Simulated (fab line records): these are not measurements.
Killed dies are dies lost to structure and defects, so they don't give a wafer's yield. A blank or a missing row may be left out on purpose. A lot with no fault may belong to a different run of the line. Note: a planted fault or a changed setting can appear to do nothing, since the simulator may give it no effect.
Matching of chambers + flow n5_finfet + 4 sister chambers for N5_BEOL_M14_STRIP_37 on rie_diel-01
The step strips in O2. 4 wafers are shown with their chamber, then 8 later ones without.

## WAFERS WITH THEIR CHAMBER
| wafer  | chamber | showerhead_plenum_p_Torr (Torr) |
|--------|---------|---------------------------------|
| L082.4 | 2       | 2.14                            |
| L084.5 | 3       | 2.09                            |
| L084.6 | 0       | 2.13                            |
| L087.1 | 1       | 2.21                            |

## WAFERS WITHOUT THEIR CHAMBER
| wafer  | showerhead_plenum_p_Torr (Torr) |
|--------|---------------------------------|
| L087.3 | 2.09                            |
| L087.6 | 2.21                            |
| L089.1 | 2.13                            |
| L089.4 | 2.08                            |
| L089.6 | 2.08                            |
| L093.2 | 2.21                            |
| L093.4 | 2.08                            |
| L093.5 | 2.08                            |

## WHICH CHAMBER EACH WENT THROUGH
| wafer  | from the rows above     | in truth |
|--------|-------------------------|----------|
| L087.3 | 3                       | 3        |
| L087.6 | 1                       | 1        |
| L089.1 | can't be placed: 0 or 2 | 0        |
| L089.4 | 3                       | 3        |
| L089.6 | 3                       | 3        |
| L093.2 | 1                       | 1        |
| L093.4 | 3                       | 3        |
| L093.5 | 3                       | 3        |
Correctly placed: 7 of 8. Cannot be placed on the basis of these rows: 1; the candidates contain the true chamber in 1. Placed wrongly: 0.
How it was worked out, from the rows above alone: a wafer's distance from a chamber is the root of the sum, over the readings, of the square of ((its reading less the chamber's mean) divided by the reading's scatter). If the next closest chamber is less than 2 further off than the closest, the wafer can't be placed; otherwise it belongs to the closest. The mean given for a chamber averages the wafers shown for that chamber. The scatter: with one shown wafer a chamber, the root of the mean of the squares of how far each hidden wafer lies from its nearest shown one.
